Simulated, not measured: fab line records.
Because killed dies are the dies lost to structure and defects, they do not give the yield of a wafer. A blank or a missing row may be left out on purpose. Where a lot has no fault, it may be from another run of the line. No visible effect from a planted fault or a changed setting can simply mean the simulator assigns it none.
fab line records ; flow n5Finfet ; part 1 of 2: steps 1 to 15 of 25
[record] lots = 5; wafers = 15; lastDay = 17
route steps=1938 shown BEOL_M3@967
lots untouched by any fault: they come from a run of this same line in which no faults occurred
startH: start of the lot's first displayed wafer, in hours after the record's first day ; waitH: time in hours since the lot's previous step ; " identical to the entry in the row above ; L1.1+2: several wafers, shown together as one row ; - no value, or no start was given ; * or withheld: withheld ; < > ~ a bound
route shown NAME@n: a module of which the file shows steps, and the number in the route of the first ; usual: mean and standard deviation over wafers with no fault ; same: alike in all rows ; chamber/n: place in a boat ; sites: each site's reading ; _std_site: the values' standard deviation ; _edge_site: inner sites' mean taken away from outer sites' mean ; radiusMm: for every site, how far away it sits from the centre of the wafer ; mask NAME#n: copy n ; behind: the most recent tool/chamber to have shaped the wafer ; hold: the reason the lot was held/the length of the hold in hours/how it ended ; device: the n, p or np transistor that did not switch ; end of line: tests run on the same wafers once the route is complete ; a step given without rows: its recipe and nothing more ; killed: the dies lost at the first sort to structure and to defects; this is not the yield of the wafer ; map: a wafer's dies, marking killed ones x, the rest . and places with no die _
set.NAME: the setting the step ran with; set.NAME@STEP: the setting that earlier step ran with ; model.NAME: the simulator's own value behind a step, which no gauge read
a table for each step, a row for each wafer; lots at some steps of the route
services: a tool's chamber out of use, with start hour (startH, from the record's first day; less than 0 if before it), hours out, and reason
[[steps]]
[step N5_BEOL_M3_OVL_MEAS_29]
[recipe] pointsPerWafer = 522
[usual] V2_OVL = 0.0/0.6
[same] pointsPerWafer = 522
lot.wafer;tool;chamber;startH;waitH;V2_OVL[nm]
L075.2;overlay-02;0;153.84;0.0;0.4
L075.4;overlay-02;0;153.84;0.0;0.9
L075.5;overlay-02;0;153.84;0.0;-1.2
L077.1;overlay-01;0;160.04;0.0;-0.3
L077.4;overlay-01;0;160.04;0.0;0.0
L077.5;overlay-01;0;160.04;0.0;0.7
L082.3;overlay-02;0;193.89;0.0;0.5
L082.5;overlay-02;0;193.89;0.0;-0.2
L082.6;overlay-02;0;193.89;0.0;0.2
L092.3;overlay-01;0;252.70;0.0;0.4
L092.4;overlay-01;0;252.70;0.0;1.1
L092.5;overlay-01;0;252.70;0.0;1.2
L094.2;overlay-01;0;273.95;0.0;-0.2
L094.3;overlay-01;0;273.95;0.0;-0.7
L094.4;overlay-01;0;273.95;0.0;0.7
[step N5_BEOL_M3_INSPECT_30]
[recipe] mode = adi; inspectInstrument = brightfield
[usual] rawDefectCount = 419/97
lot.wafer;tool;chamber;startH;waitH;rawDefectCount
L075.2;defectInspect-02;-;153.89;0.0;445
L075.4;defectInspect-02;-;153.89;0.0;408
L075.5;defectInspect-02;-;153.89;0.0;444
L077.1;defectInspect-01;-;160.10;0.1;307
L077.4;defectInspect-01;-;160.10;0.1;271
L077.5;defectInspect-01;-;160.10;0.1;283
L082.3;defectInspect-02;-;193.94;0.0;291
L082.5;defectInspect-02;-;193.94;0.0;333
L082.6;defectInspect-02;-;193.94;0.0;318
L092.3;defectInspect-02;-;252.75;0.0;508
L092.4;defectInspect-02;-;252.75;0.0;638
L092.5;defectInspect-02;-;252.75;0.0;359
L094.2;defectInspect-02;-;274.00;0.0;356
L094.3;defectInspect-02;-;274.00;0.0;642
L094.4;defectInspect-02;-;274.00;0.0;539
[step N5_BEOL_M3_DESCUM_33]
[recipe] chemistry = O2; timeS = 7; sourcePowerW = 50; biasPowerW = 20; pressureMtorr = 20; rfFrequencyHz = 2.712e+07; tempC = 40; resist = CAR-EUV; o2FlowSccm = 225
[usual] drypumpMotorCurrentA = 5.7/0.35; oesProductAu = 0.81/0.072; rfVppV = 243.3/1.3; showerheadPlenumPTorr = 2.10/0.082; throttleValvePct = 20.41/0.23
lot.wafer;tool;chamber;startH;waitH;drypumpMotorCurrentA;oesProductAu;rfHoursCounterH;rfVppV;showerheadPlenumPTorr;throttleValvePct
L075.2;rieDiel-04;0;153.92;0.0;5.7;0.95;6;242.0;2.07;20.17
L075.4;rieDiel-04;0;153.92;0.0;5.7;0.95;-;243.3;2.07;20.17
L075.5;rieDiel-04;2;153.92;0.0;5.3;0.83;-;242.0;2.02;20.47
L077.1;rieDiel-02;1;160.13;0.0;5.7;0.91;38;244.3;2.25;20.28
L077.4;rieDiel-02;3;160.13;0.0;5.9;0.84;67;245.3;2.23;20.02
L077.5;rieDiel-02;2;160.13;0.0;6.5;0.82;-;241.8;2.04;20.87
L082.3;rieDiel-04;2;193.97;0.0;5.4;0.81;97;242.7;2.02;20.49
L082.5;rieDiel-04;2;193.97;0.0;5.3;0.81;-;242.3;2.02;20.49
L082.6;rieDiel-04;1;193.97;0.0;5.5;0.71;-;243.1;2.05;20.34
L092.3;rieDiel-06;3;252.81;0.1;5.6;0.73;184;244.3;2.17;20.39
L092.4;rieDiel-06;0;252.81;0.1;5.6;0.70;221;241.5;2.01;20.73
L092.5;rieDiel-06;1;252.81;0.1;6.2;0.82;-;243.5;2.03;20.07
L094.2;rieDiel-04;1;274.09;0.1;5.5;0.69;238;242.1;2.05;20.39
L094.3;rieDiel-04;0;274.09;0.1;5.6;0.88;41;242.3;2.05;20.22
L094.4;rieDiel-04;2;274.09;0.1;5.4;0.78;121;242.3;2.01;20.53
[step N5_BEOL_M3_ETCH_77]
[recipe] chemistry = N2/H2; target = underlayer; targetDepthA = 65; maskMaterial = CAR-EUV; timeS = 5.2; ionEnergyEv = 200; pressureMtorr = 30; sourceW = 840; biasW = 150; n2FlowSccm = 200; h2FlowSccm = 200; ends = cleared
[usual] biasW = 150.0/0.46; drypumpMotorCurrentA = 5.7/0.34; etchRfOnTimeS = 5.22/0.12; oesProductAu = 0.69/0.065; rfVppV = 524.2/2.8; showerheadPlenumPTorr = 2.54/0.092; throttleValvePct = 17.77/0.23
lot.wafer;tool;chamber;startH;waitH;biasW;drypumpMotorCurrentA;etchRfOnTimeS;oesProductAu;rfHoursCounterH;rfVppV;showerheadPlenumPTorr;throttleValvePct
L075.2;rieDiel-04;0;153.96;0.0;149.6;5.7;5.23;0.80;6;519.5;2.50;17.48
L075.4;rieDiel-04;0;153.96;0.0;149.8;5.7;5.25;0.79;-;524.5;2.50;17.46
L075.5;rieDiel-04;2;153.96;0.0;149.9;5.4;5.06;0.71;-;522.5;2.45;17.92
L077.1;rieDiel-02;1;160.17;0.0;149.5;5.6;5.31;0.75;38;527.0;2.72;17.71
L077.4;rieDiel-02;3;160.17;0.0;149.7;5.9;5.17;0.71;67;528.8;2.68;17.27
L077.5;rieDiel-02;2;160.17;0.0;150.1;6.5;5.35;0.68;-;521.5;2.47;18.19
L082.3;rieDiel-04;2;194.00;0.0;149.4;5.4;5.14;0.70;97;521.4;2.45;17.96
L082.5;rieDiel-04;2;194.00;0.0;149.3;5.4;5.07;0.70;-;521.3;2.45;17.97
L082.6;rieDiel-04;1;194.00;0.0;149.8;5.5;5.40;0.59;-;522.3;2.50;17.81
L092.3;rieDiel-06;3;252.84;0.0;149.2;5.6;5.34;0.62;184;526.0;2.63;17.79
L092.4;rieDiel-06;0;252.84;0.0;150.4;5.6;5.38;0.59;221;520.5;2.40;18.00
L092.5;rieDiel-06;1;252.84;0.0;149.9;6.2;5.14;0.72;-;519.6;2.49;17.63
L094.2;rieDiel-04;1;274.13;0.0;150.0;5.5;5.31;0.58;238;522.3;2.49;17.86
L094.3;rieDiel-04;0;274.13;0.0;149.3;5.6;5.30;0.74;41;520.6;2.48;17.53
L094.4;rieDiel-04;2;274.13;0.0;150.4;5.3;5.09;0.69;121;521.9;2.44;17.97
[step N5_BEOL_M3_ETCH_69]
[recipe] chemistry = CF4; target = SiARC; targetDepthA = 156; maskMaterial = CAR-EUV; timeS = 26; ionEnergyEv = 80; pressureMtorr = 40; sourceW = 545; biasW = 36; Ar_flow_sccm = 100; cf4FlowSccm = 100; ends = cleared
[usual] biasW = 35.99/0.11; drypumpMotorCurrentA = 5.7/0.35; etchRfOnTimeS = 26.0/0.57; oesProductAu = 0.69/0.066; rfVppV = 184.2/1.2; showerheadPlenumPTorr = 2.15/0.077; throttleValvePct = 15.55/0.23
lot.wafer;tool;chamber;startH;waitH;biasW;drypumpMotorCurrentA;etchRfOnTimeS;oesProductAu;rfHoursCounterH;rfVppV;showerheadPlenumPTorr;throttleValvePct
L075.2;rieDiel-04;0;153.97;0.0;36.05;5.6;26.3;0.81;6;184.2;2.09;15.20
L075.4;rieDiel-04;0;153.97;0.0;35.91;5.6;26.5;0.80;-;183.9;2.09;15.19
L075.5;rieDiel-04;2;153.97;0.0;35.97;5.4;25.3;0.72;-;183.0;2.07;15.64
L077.1;rieDiel-02;1;160.18;0.0;36.05;5.7;26.2;0.77;38;184.3;2.27;15.26
L077.4;rieDiel-02;3;160.18;0.0;35.82;5.9;25.9;0.72;67;185.3;2.28;15.21
L077.5;rieDiel-02;2;160.18;0.0;35.96;6.5;26.4;0.68;-;184.8;2.07;15.85
L082.3;rieDiel-04;2;194.02;0.0;36.04;5.4;25.6;0.71;97;183.9;2.07;15.69
L082.5;rieDiel-04;2;194.02;0.0;36.06;5.4;25.6;0.71;-;185.0;2.07;15.67
L082.6;rieDiel-04;1;194.02;0.0;35.87;5.5;26.8;0.59;-;184.0;2.13;15.76
L092.3;rieDiel-06;3;252.86;0.0;36.03;5.6;26.4;0.63;184;184.9;2.20;15.53
L092.4;rieDiel-06;0;252.86;0.0;36.19;5.6;26.5;0.61;221;182.2;2.03;15.76
L092.5;rieDiel-06;1;252.86;0.0;35.95;6.2;25.4;0.72;-;183.2;2.08;15.31
L094.2;rieDiel-04;1;274.15;0.0;35.98;5.5;27.0;0.58;238;183.7;2.12;15.81
L094.3;rieDiel-04;0;274.15;0.0;35.98;5.6;26.7;0.73;41;183.5;2.08;15.26
L094.4;rieDiel-04;2;274.15;0.0;36.01;5.4;25.8;0.68;121;183.0;2.06;15.72
[step N5_BEOL_M3_ALD_98]
[recipe] material = SiO2; targetThkA = 25; tempC = 100; aldPrecursorFamily = BDEAS; aldCoReactant = O2-plasma; pulseTimeS = 1; coReactantPulseTimeS = 1; purgeTimeS = 2; coReactantPurgeTimeS = 2; aldCycles = 17; pressureTorr = 2
[usual] heaterPowerW = 82/12; precursorPulseHeightRel = 1.001/0.021
[same] pulseTimeS = 1; purgeTimeS = 2
lot.wafer;tool;chamber;startH;waitH;heaterPowerW;precursorPulseHeightRel
L075.2;aldSin-04;3;154.06;0.1;85;1.005
L075.4;aldSin-04;0;154.06;0.1;80;1.018
L075.5;aldSin-04;0;154.06;0.1;81;1.021
L077.1;aldSin-04;3;160.26;0.1;81;0.976
L077.4;aldSin-04;0;160.26;0.1;82;0.998
L077.5;aldSin-04;3;160.26;0.1;84;0.987
L082.3;aldSin-02;2;194.10;0.1;86;0.989
L082.5;aldSin-02;1;194.10;0.1;75;1.019
L082.6;aldSin-02;2;194.10;0.1;83;0.987
L092.3;aldSin-03;1;252.94;0.1;70;0.957
L092.4;aldSin-03;0;252.94;0.1;86;0.988
L092.5;aldSin-03;2;252.94;0.1;90;1.017
L094.2;aldSin-03;1;274.23;0.1;69;0.974
L094.3;aldSin-03;2;274.23;0.1;89;1.031
L094.4;aldSin-03;0;274.23;0.1;87;1.013
[step N5_BEOL_M3_ETCHBACK_99]
[recipe] chemistry = CHF3; target = SiO2; targetDepthA = 50; timeS = 10.4; sourceW = 215; biasW = 47; Ar_flow_sccm = 200; CHF3_flow_sccm = 12; ionEnergyEv = 100; pressureMtorr = 30
[usual] biasW = 47.02/0.15; drypumpMotorCurrentA = 5.7/0.38; oesProductAu = 0.81/0.069; rfVppV = 240/3.3; showerheadPlenumPTorr = 2.17/0.088; throttleValvePct = 17.01/0.26
lot.wafer;tool;chamber;startH;waitH;biasW;drypumpMotorCurrentA;oesProductAu;rfHoursCounterH;rfVppV;showerheadPlenumPTorr;throttleValvePct
L075.2;rieDiel-04;2;155.09;1.0;46.77;5.3;0.83;86;237;2.08;17.11
L075.4;rieDiel-04;2;155.09;1.0;46.80;5.3;0.83;-;239;2.08;17.10
L075.5;rieDiel-04;1;155.09;1.0;47.20;5.5;0.71;-;245;2.14;17.16
L077.1;rieDiel-02;1;168.95;8.6;47.12;5.6;0.89;40;235;2.28;16.70
L077.4;rieDiel-02;3;168.95;8.6;47.16;5.8;0.84;69;240;2.29;16.66
L077.5;rieDiel-02;1;168.95;8.6;47.10;5.6;0.89;-;237;2.28;16.72
L082.3;rieDiel-04;2;194.31;0.2;46.95;5.4;0.82;97;238;2.07;17.13
L082.5;rieDiel-04;2;194.31;0.2;46.95;5.4;0.82;-;238;2.07;17.11
L082.6;rieDiel-04;1;194.31;0.2;47.24;5.5;0.70;-;243;2.14;17.17
L092.3;rieDiel-02;0;261.79;8.8;47.32;5.1;0.73;183;241;2.26;17.44
L092.4;rieDiel-02;0;261.79;8.8;46.88;5.1;0.74;-;241;2.26;17.46
L092.5;rieDiel-02;1;261.79;8.8;47.12;5.6;0.86;-;236;2.27;16.75
L094.2;rieDiel-02;3;276.79;2.5;47.05;5.9;0.81;92;240;2.28;16.69
L094.3;rieDiel-02;1;276.79;2.5;47.21;5.6;0.85;77;235;2.27;16.76
L094.4;rieDiel-02;0;276.79;2.5;47.12;5.1;0.73;187;241;2.25;17.46
[step N5_BEOL_M3_ETCH_70]
[recipe] chemistry = N2/H2; target = SOC; targetDepthA = 800; overetchA = 160; maskMaterial = SiARC; tempC = 40; timeS = 120; ionEnergyEv = 200; pressureMtorr = 30; sourceW = 840; biasW = 150; n2FlowSccm = 200; h2FlowSccm = 200
[usual] biasW = 150.0/0.44; drypumpMotorCurrentA = 5.7/0.38; oesProductAu = 0.62/0.05; rfVppV = 524.5/2.8; showerheadPlenumPTorr = 2.56/0.099; throttleValvePct = 17.75/0.26
lot.wafer;tool;chamber;startH;waitH;biasW;drypumpMotorCurrentA;oesProductAu;rfHoursCounterH;rfVppV;showerheadPlenumPTorr;throttleValvePct
L075.2;rieDiel-04;2;155.12;0.0;149.5;5.4;0.63;86;522.1;2.45;17.89
L075.4;rieDiel-04;2;155.12;0.0;149.2;5.3;0.63;-;521.0;2.45;17.89
L075.5;rieDiel-04;1;155.12;0.0;149.6;5.6;0.54;-;523.9;2.50;17.75
L077.1;rieDiel-02;1;168.98;0.0;149.3;5.6;0.68;40;528.3;2.71;17.67
L077.4;rieDiel-02;3;168.98;0.0;149.5;5.9;0.64;69;528.0;2.68;17.22
L077.5;rieDiel-02;1;168.98;0.0;149.9;5.6;0.69;-;529.1;2.71;17.70
L082.3;rieDiel-04;2;194.34;0.0;150.4;5.4;0.63;97;520.7;2.45;17.91
L082.5;rieDiel-04;2;194.34;0.0;149.8;5.3;0.62;-;521.1;2.45;17.92
L082.6;rieDiel-04;1;194.34;0.0;150.5;5.6;0.54;-;523.8;2.50;17.78
L092.3;rieDiel-02;0;261.83;0.0;150.3;5.1;0.56;183;524.8;2.64;18.02
L092.4;rieDiel-02;0;261.83;0.0;150.2;5.1;0.56;-;526.8;2.64;18.05
L092.5;rieDiel-02;1;261.83;0.0;150.2;5.7;0.65;-;527.9;2.70;17.74
L094.2;rieDiel-02;3;276.83;0.0;149.4;5.9;0.62;92;527.6;2.67;17.26
L094.3;rieDiel-02;1;276.83;0.0;149.3;5.6;0.65;77;526.9;2.70;17.74
L094.4;rieDiel-02;0;276.83;0.0;150.1;5.1;0.55;187;527.7;2.64;18.05
[step N5_BEOL_M3_STRIP_71]
[recipe] chemistry = N2/H2; tempC = 40; n2FlowSccm = 200; h2FlowSccm = 200; rfFrequencyHz = 6e+07
lot.wafer;tool;chamber;startH;waitH
L075.2+4+5;rieDiel-04;2,2,1;155.20;0.0
L077.1+4+5;rieDiel-02;1,3,1;169.07;0.0
L082.3+5+6;rieDiel-04;2,2,1;194.43;0.0
L092.3+4+5;rieDiel-02;0,0,1;261.91;0.0
L094.2+3+4;rieDiel-02;3,1,0;276.91;0.0
[step N5_BEOL_M3_STRIP_78]
[recipe] chemistry = N2/H2; tempC = 40; n2FlowSccm = 200; h2FlowSccm = 200; rfFrequencyHz = 6e+07
lot.wafer;tool;chamber;startH;waitH
L075.2+4+5;rieDiel-04;2,2,1;155.21;0.0
L077.1+4+5;rieDiel-02;1,3,1;169.08;0.0
L082.3+5+6;rieDiel-04;2,2,1;194.44;0.0
L092.3+4+5;rieDiel-02;0,0,1;261.92;0.0
L094.2+3+4;rieDiel-02;3,1,0;276.92;0.0
[step N5_BEOL_M3_VIA_ETCH_34]
[recipe] chemistry = C4F6/O2; targetDepthA = 694; maskMaterial = SOC; pressureMtorr = 15; ionEnergyEv = 250; taperDeg = 4; timeS = 65.9; sourceW = 350; biasW = 170; Ar_flow_sccm = 300; C4F6_flow_sccm = 10; O2_flow_sccm = 10
[usual] biasW = 169.9/0.49; drypumpMotorCurrentA = 5.7/0.38; oesProductAu = 0.81/0.067; rfVppV = 663/8.6; showerheadPlenumPTorr = 2.86/0.11; throttleValvePct = 30.7/0.34
lot.wafer;tool;chamber;startH;waitH;biasW;drypumpMotorCurrentA;oesProductAu;rfHoursCounterH;rfVppV;showerheadPlenumPTorr;throttleValvePct
L075.2;rieDiel-04;2;155.22;0.0;170.2;5.4;0.83;86;657;2.75;30.7
L075.4;rieDiel-04;2;155.22;0.0;169.7;5.4;0.82;-;659;2.75;30.7
L075.5;rieDiel-04;1;155.22;0.0;169.9;5.5;0.71;-;673;2.83;30.8
L077.1;rieDiel-02;1;169.09;0.0;171.0;5.6;0.90;40;653;3.01;30.5
L077.4;rieDiel-02;3;169.09;0.0;170.0;5.9;0.83;69;662;3.02;30.3
L077.5;rieDiel-02;1;169.09;0.0;170.3;5.6;0.90;-;654;3.01;30.5
L082.3;rieDiel-04;2;194.45;0.0;169.3;5.3;0.82;97;657;2.74;30.8
L082.5;rieDiel-04;2;194.45;0.0;169.9;5.4;0.82;-;656;2.74;30.7
L082.6;rieDiel-04;1;194.45;0.0;169.7;5.5;0.70;-;675;2.82;30.8
L092.3;rieDiel-02;0;261.93;0.0;169.2;5.1;0.74;183;669;2.97;31.4
L092.4;rieDiel-02;0;261.93;0.0;170.0;5.1;0.73;-;670;2.97;31.4
L092.5;rieDiel-02;1;261.93;0.0;170.3;5.6;0.85;-;652;2.99;30.6
L094.2;rieDiel-02;3;276.93;0.0;169.5;5.9;0.82;92;663;3.01;30.4
L094.3;rieDiel-02;1;276.93;0.0;169.6;5.6;0.86;77;653;2.99;30.5
L094.4;rieDiel-02;0;276.93;0.0;170.3;5.1;0.73;187;668;2.97;31.4
[step N5_BEOL_M3_STRIP_83]
[recipe] chemistry = C4F6/O2; resist = SiARC; rfFrequencyHz = 6e+07
lot.wafer;tool;chamber;startH;waitH
L075.2+4+5;rieDiel-04;2,2,1;155.27;0.0
L077.1+4+5;rieDiel-02;1,3,1;169.14;0.0
L082.3+5+6;rieDiel-04;2,2,1;194.50;0.0
L092.3+4+5;rieDiel-02;0,0,1;261.98;0.0
L094.2+3+4;rieDiel-02;3,1,0;276.98;0.0
[step N5_BEOL_M3_STRIP_36]
[recipe] chemistry = N2/H2; powerW = 450; tempC = 40; pressureMtorr = 20; rfFrequencyHz = 6e+07; overashFraction = 0.3; biasPowerW = 7; h2Frac = 0.5; n2FlowSccm = 200; h2FlowSccm = 200
[usual] drypumpMotorCurrentA = 5.7/0.38; oesProductAu = 0.81/0.066; rfVppV = 59.4/1.4; showerheadPlenumPTorr = 2.56/0.099; throttleValvePct = 23.6/0.32
lot.wafer;tool;chamber;startH;waitH;drypumpMotorCurrentA;oesProductAu;rfHoursCounterH;rfVppV;showerheadPlenumPTorr;throttleValvePct
L075.2;rieDiel-04;2;155.28;0.0;5.3;0.82;86;60.3;2.45;23.8
L075.4;rieDiel-04;2;155.28;0.0;5.3;0.83;-;59.5;2.45;23.7
L075.5;rieDiel-04;1;155.28;0.0;5.6;0.72;-;58.7;2.50;23.5
L077.1;rieDiel-02;1;169.15;0.0;5.6;0.89;40;60.2;2.71;23.7
L077.4;rieDiel-02;3;169.15;0.0;5.8;0.82;69;61.5;2.68;22.9
L077.5;rieDiel-02;1;169.15;0.0;5.6;0.90;-;59.9;2.71;23.7
L082.3;rieDiel-04;2;194.51;0.0;5.4;0.81;97;59.5;2.44;23.8
L082.5;rieDiel-04;2;194.51;0.0;5.3;0.81;-;60.7;2.44;23.8
L082.6;rieDiel-04;1;194.51;0.0;5.5;0.71;-;57.7;2.49;23.5
L092.3;rieDiel-02;0;261.99;0.0;5.1;0.73;183;56.1;2.64;23.9
L092.4;rieDiel-02;0;261.99;0.0;5.1;0.74;-;60.1;2.63;23.9
L092.5;rieDiel-02;1;261.99;0.0;5.6;0.85;-;58.7;2.70;23.8
L094.2;rieDiel-02;3;276.99;0.0;5.9;0.81;92;61.2;2.67;22.9
L094.3;rieDiel-02;1;276.99;0.0;5.6;0.87;77;60.7;2.69;23.8
L094.4;rieDiel-02;0;276.99;0.0;5.1;0.74;187;58.8;2.63;23.9
[step N5_BEOL_M3_TRENCH_ETCH_37]
[recipe] chemistry = C4F6/O2; targetDepthA = 555.55; target = SiOC; timeS = 29.2; ionEnergyEv = 250; pressureMtorr = 30; sourceW = 355; biasW = 185; Ar_flow_sccm = 300; C4F6_flow_sccm = 10; O2_flow_sccm = 10
[usual] biasW = 185.0/0.47; drypumpMotorCurrentA = 5.7/0.38; oesProductAu = 0.81/0.067; rfVppV = 662/8.8; showerheadPlenumPTorr = 2.87/0.11; throttleValvePct = 20.80/0.27
lot.wafer;tool;chamber;startH;waitH;biasW;drypumpMotorCurrentA;oesProductAu;rfHoursCounterH;rfVppV;showerheadPlenumPTorr;throttleValvePct
L075.2;rieDiel-04;2;-;-;184.9;5.3;0.82;86;657;2.75;20.89
L075.4;rieDiel-04;2;-;-;184.8;5.3;0.83;-;658;2.75;20.89
L075.5;rieDiel-04;1;-;-;184.6;5.5;0.71;-;674;2.83;20.94
L077.1;rieDiel-02;1;-;-;185.3;5.7;0.90;40;655;3.01;20.52
L077.4;rieDiel-02;3;-;-;184.6;5.9;0.83;69;662;3.02;20.47
L077.5;rieDiel-02;1;-;-;185.1;5.6;0.90;-;652;3.01;20.51
L082.3;rieDiel-04;2;-;-;185.3;5.3;0.82;97;657;2.75;20.90
L082.5;rieDiel-04;2;-;-;185.2;5.3;0.82;-;658;2.75;20.94
L082.6;rieDiel-04;1;-;-;184.3;5.5;0.69;-;673;2.83;20.95
L092.3;rieDiel-02;0;-;-;185.1;5.1;0.73;183;669;2.98;21.27
L092.4;rieDiel-02;0;-;-;184.9;5.1;0.73;-;668;2.98;21.29
L092.5;rieDiel-02;1;-;-;186.2;5.6;0.85;-;652;3.00;20.57
L094.2;rieDiel-02;3;-;-;184.8;5.8;0.81;92;661;3.01;20.48
L094.3;rieDiel-02;1;-;-;184.3;5.7;0.85;77;651;2.99;20.58
L094.4;rieDiel-02;0;-;-;185.3;5.1;0.73;187;669;2.98;21.28
[step N5_BEOL_M3_ETCH_41]
[recipe] chemistry = CH3F/O2; target = SiCN; targetDepthA = 299; taperDeg = 2; timeS = 52.5; ionEnergyEv = 120; maskMaterial = TiN; pressureMtorr = 30; sourceW = 395; biasW = 75; Ar_flow_sccm = 150; CH3F_flow_sccm = 30; O2_flow_sccm = 20
[usual] biasW = 74.96/0.22; drypumpMotorCurrentA = 5.7/0.38; oesProductAu = 0.81/0.068; rfVppV = 297.8/1.6; showerheadPlenumPTorr = 2.02/0.082; throttleValvePct = 16.27/0.26
lot.wafer;tool;chamber;startH;waitH;biasW;drypumpMotorCurrentA;oesProductAu;rfHoursCounterH;rfVppV;showerheadPlenumPTorr;throttleValvePct
L075.2;rieDiel-04;2;-;-;74.86;5.3;0.82;86;296.3;1.93;16.35
L075.4;rieDiel-04;2;-;-;75.02;5.4;0.82;-;296.1;1.93;16.37
L075.5;rieDiel-04;1;-;-;74.52;5.5;0.71;-;296.4;1.99;16.44
L077.1;rieDiel-02;1;-;-;75.22;5.6;0.89;40;299.6;2.12;15.97
L077.4;rieDiel-02;3;-;-;74.74;5.9;0.83;69;299.7;2.13;15.88
L077.5;rieDiel-02;1;-;-;75.21;5.6;0.89;-;299.0;2.12;15.99
L082.3;rieDiel-04;2;-;-;74.60;5.3;0.82;97;295.0;1.93;16.37
L082.5;rieDiel-04;2;-;-;75.07;5.3;0.82;-;296.6;1.93;16.39
L082.6;rieDiel-04;1;-;-;75.00;5.5;0.70;-;296.8;1.99;16.45
L092.3;rieDiel-02;0;-;-;75.06;5.1;0.73;183;299.0;2.10;16.69
L092.4;rieDiel-02;0;-;-;75.12;5.1;0.73;-;299.8;2.10;16.68
L092.5;rieDiel-02;1;-;-;75.19;5.6;0.85;-;297.7;2.11;16.02
L094.2;rieDiel-02;3;-;-;74.85;5.9;0.81;92;299.1;2.12;15.96
L094.3;rieDiel-02;1;-;-;74.69;5.6;0.84;77;298.7;2.11;16.05
L094.4;rieDiel-02;0;-;-;74.76;5.1;0.73;187;299.0;2.09;16.70
